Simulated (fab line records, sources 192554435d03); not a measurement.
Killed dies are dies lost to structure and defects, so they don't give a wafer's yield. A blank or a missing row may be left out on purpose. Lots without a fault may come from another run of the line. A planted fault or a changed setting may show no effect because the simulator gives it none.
Split-lot experiment | flow n5_finfet | 7 lots, 21 wafers read, on a route of 1938 steps

THE SPLIT
At N5_BEOL_M12_ILD_DEP_00 (deposits SiOC from DEMS/O2, target thk 658.92 nm, time 130.7 s), the setting time_s was moved away from the recipe's 130.7 s on 6 of the 21 wafers read, by -4.8% to +14.2%. The other wafers ran this setting at the recipe's value.

The file shows no step between the split and the reading.

THE READING
M12_ILD_THK, in nm, at N5_BEOL_M12_THK_MEAS_01. Fault-free wafers of this fab line usually give 658 nm, standard deviation 7.4 nm.

wafer  | tool, chamber at the split | time_s as run, s | against the recipe | M12_ILD_THK, nm | against lot-mates on the recipe
L076.1 | pecvd-01, 0                | 130.7            | recipe             | 652             | -
L076.4 | pecvd-01, 0                | 130.7            | recipe             | 667             | -
L076.5 | pecvd-01, 2                | 130.7            | recipe             | 666             | -
L080.1 | pecvd-04, 2                | 124.4            | -4.8%              | 627             | -33
L080.2 | pecvd-04, 0                | 130.7            | recipe             | 653             | -
L080.4 | pecvd-04, 2                | 130.7            | recipe             | 667             | -
L081.3 | pecvd-04, 2                | 130.7            | recipe             | 650             | -
L081.4 | pecvd-04, 0                | 130.7            | recipe             | 655             | -
L081.5 | pecvd-04, 1                | 130.7            | recipe             | 656             | -
L090.4 | pecvd-03, 2                | 130.7            | recipe             | 664             | -
L090.5 | pecvd-03, 1                | 130.7            | recipe             | 661             | -
L090.6 | pecvd-03, 0                | 130.7            | recipe             | 654             | -
L091.2 | pecvd-04, 2                | 148.7            | +13.8%             | 748             | +90
L091.3 | pecvd-04, 0                | 130.7            | recipe             | 657             | -
L091.6 | pecvd-04, 1                | 130.7            | recipe             | 660             | -
L092.2 | pecvd-04, 0                | 149.2            | +14.2%             | 742             | no lot-mate on the recipe
L092.4 | pecvd-04, 1                | 149.2            | +14.2%             | 750             | no lot-mate on the recipe
L092.5 | pecvd-04, 2                | 149.2            | +14.2%             | 753             | no lot-mate on the recipe
L097.2 | pecvd-04, 0                | 130.7            | recipe             | 657             | -
L097.3 | pecvd-04, 2                | 130.7            | recipe             | 657             | -
L097.4 | pecvd-04, 2                | 139.7            | +6.9%              | 716             | +59

THE FIT
A straight line over all 21 wafers: M12_ILD_THK changes by +6.48 nm for each +1% of time_s; r = +0.99; the points scatter about the line by 5.9 nm.
The same after taking each lot's own level away (the mean of its wafers on the recipe; 18 wafers): +6.88 nm for each +1%; r = +0.98; scatter 5.5 nm.
On that fit, the largest move of time_s shifts the reading by 97 nm.
The lots' own levels span 653.7 to 661.7 nm, that is 1.1 times the standard deviation above.
So the lot-to-lot level changes the slope little: the two slopes agree.
Check: with one of the wafers moved furthest among these (+13.8%) left out of the fit, the line predicts +111 nm for it against its lot-mates. It came out at +89.5 nm against them.

OTHER SPLITS ON THESE WAFERS
These wafers also went through other splits before the reading. Each is held against what the fit with the lots' levels taken away leaves over:
other split on the same wafers | wafers away from the commonest value | r with M12_ILD_THK (lot level and that fit taken away)
N5_BEOL_M11_EXPOSE_08 dose_mj  | 6                                    | +0.10

THE WHOLE CHAIN: every reading that the file lists as answering this split, in the file's order
step                    | what it does                                                   | reading                                                                             | change (the file's fit)              | r (the file's)
N5_BEOL_M12_ILD_DEP_00  | deposits SiOC from DEMS/O2, target thk 658.92 nm, time 130.7 s | SiOC_of_BEOL_M12_ILD_DEP_00.thk_nm (the simulator's own value, which no gauge read) | +6.88 nm for each +1% of the setting | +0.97
N5_BEOL_M12_THK_MEAS_01 |                                                                | M12_ILD_THK                                                                         | +6.91 for each +1% of the setting    | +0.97
N5_BEOL_M12_VIA_ETCH_16 | etches SiOC in C4F8/O2/Ar, target depth 724.8 nm               | etch.depth_nm (the simulator's own value, which no gauge read)                      | +6.88 nm for each +1% of the setting | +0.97
N5_BEOL_M12_VIA_ETCH_16 | etches SiOC in C4F8/O2/Ar, target depth 724.8 nm               | coat_of_BEOL_M12_COAT_04.thk_nm (the simulator's own value, which no gauge read)    | -2.09 nm for each +1% of the setting | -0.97
N5_BEOL_M12_STRIP_63    | strips in N2/H2                                                | strip_time_to_endpoint_s                                                            | withheld for each +1% of the setting | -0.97

THE FILE'S OWN FIT
M12_ILD_THK changes by +6.91 nm for each +1% of time_s, r = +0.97.
